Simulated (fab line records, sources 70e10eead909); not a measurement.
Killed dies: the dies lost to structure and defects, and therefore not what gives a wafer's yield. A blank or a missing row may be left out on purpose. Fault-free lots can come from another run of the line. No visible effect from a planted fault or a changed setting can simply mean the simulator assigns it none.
Which tool was responsible? + flow nand harc + 24 lots with 72 wafers sampled at 2 steps, on a route of 1302 steps

== WHAT EACH GAUGE READ, for each wafer ==
NHARC_A_ONON_D2_INSPECT_32. Usual: 411 for raw defect count, sd 160.
| lot  | measured     | on                | raw defect count | flag |
|------|--------------|-------------------|------------------|------|
| L074 | day 12 19:56 | defect inspect-02 | 305 367 219      |      |
| L075 | day 13 19:11 | defect inspect-02 | 539 719 360      |      |
| L076 | day 14 03:54 | defect inspect-01 | 478 384 325      |      |
| L077 | day 14 03:55 | defect inspect-02 | 178 220 268      |      |
| L079 | day 14 17:06 | defect inspect-01 | 263 641 541      |      |
| L078 | day 14 17:22 | defect inspect-01 | 295 218 267      |      |
| L080 | day 14 22:31 | defect inspect-02 | 267 213 213      |      |
| L081 | day 16 00:33 | defect inspect-01 | 464 422 410      |      |
| L082 | day 16 00:34 | defect inspect-02 | 528 209 422      |      |
| L084 | day 17 07:18 | defect inspect-01 | 387 816 480      |      |
| L083 | day 17 07:18 | defect inspect-02 | 274 415 352      |      |
| L085 | day 17 07:20 | defect inspect-01 | 362 407 664      |      |
| L086 | day 18 01:49 | defect inspect-01 | 465 266 447      |      |
| L087 | day 18 08:49 | defect inspect-02 | 290 226 386      |      |
| L089 | day 19 01:31 | defect inspect-01 | 451 551 436      |      |
| L088 | day 19 01:31 | defect inspect-02 | 312 580 222      |      |
| L090 | day 19 16:34 | defect inspect-01 | 506 336 1106     |      |
| L091 | day 19 16:51 | defect inspect-02 | 216 239 318      |      |
| L092 | day 20 10:17 | defect inspect-01 | 245 307 455      |      |
| L093 | day 20 22:25 | defect inspect-02 | 374 309 381      |      |
| L094 | day 20 22:26 | defect inspect-01 | 443 399 348      |      |
| L095 | day 21 17:24 | defect inspect-02 | 434 418 441      |      |
| L096 | day 22 07:35 | defect inspect-02 | 387 450 441      |      |
| L097 | day 22 07:35 | defect inspect-01 | 426 544 464      |      |

NHARC_A_CHANNEL_HOLE_D2_CD_MEAS_10: target cd 100 nm. Usual: 99.8 nm for cd nm, sd 0.46.
| lot  | measured     | on        | cd nm (nm)        | flag |
|------|--------------|-----------|-------------------|------|
| L074 | day 13 04:09 | cd sem-02 | 99.1 99.1 99.5    |      |
| L075 | day 13 23:57 | cd sem-03 | 100.5 100.0 100.8 |      |
| L076 | day 14 09:11 | cd sem-03 | 99.1 99.6 99.3    |      |
| L077 | day 14 09:58 | cd sem-02 | 99.6 100.0 99.9   |      |
| L079 | day 14 21:07 | cd sem-03 | 100.3 101.2 100.1 |      |
| L078 | day 14 21:32 | cd sem-01 | 99.5 100.2 99.3   |      |
| L080 | day 15 01:52 | cd sem-02 | 99.9 99.7 99.3    |      |
| L081 | day 16 03:14 | cd sem-02 | 99.9 99.4 99.7    |      |
| L082 | day 16 03:24 | cd sem-01 | 99.7 99.9 100.2   |      |
| L084 | day 17 11:44 | cd sem-02 | 100.1 99.9 99.4   |      |
| L083 | day 17 11:53 | cd sem-03 | 99.6 99.4 98.7    |      |
| L085 | day 17 12:02 | cd sem-03 | 100.2 100.0 100.8 |      |
| L086 | day 18 05:35 | cd sem-02 | 99.7 100.2 100.3  |      |
| L087 | day 18 15:20 | cd sem-03 | 100.4 100.1 100.2 |      |
| L089 | day 19 07:40 | cd sem-03 | 99.8 99.9 99.6    |      |
| L088 | day 19 07:49 | cd sem-02 | 99.8 100.0 99.6   |      |
| L090 | day 19 19:38 | cd sem-01 | 100.3 99.7 99.8   |      |
| L091 | day 19 19:46 | cd sem-03 | 100.3 100.4 100.0 |      |
| L092 | day 20 15:29 | cd sem-03 | 99.8 99.2 99.3    |      |
| L093 | day 21 01:08 | cd sem-03 | 100.3 99.6 100.3  |      |
| L094 | day 21 01:17 | cd sem-01 | 100.2 99.2 100.0  |      |
| L095 | day 21 20:16 | cd sem-03 | 99.8 99.4 99.3    |      |
| L096 | day 22 11:58 | cd sem-03 | 99.2 99.5 100.1   |      |
| L097 | day 22 13:25 | cd sem-02 | 100.2 100.4 100.3 |      |

== WHAT TOOL EACH LOT RAN ON (gives the tool, then ch and the chambers of the sampled wafers, and finally the start) ==
Record: no process step prior to these readings.

== AS READ BY THE TOOLS THEMSELVES (means over the sampled wafers that have a number; for cases with no such wafer, the mark the record gives instead) ==
The record holds no such reading with a usual standard deviation.

== THE ANSWER, worked out from the rows above alone ==
Rule: lot off if the mean of its wafers having a number is beyond 3 standard deviations from the usual mean. A lot without any number at a reading at which 4 lots or more have one is off too. Any other lot the step has rows for is counted as sound. Order of review: gauges by route order, followed by the tools' own readings, for which a lot's mean as printed above is used. At the first step where some lot is off, the reading lying furthest off is the one used; lots without a number count as furthest.
Nothing can be told from this: no lot is off at any reading shown.

== WHAT THE SIMULATOR HAD INSERTED ==
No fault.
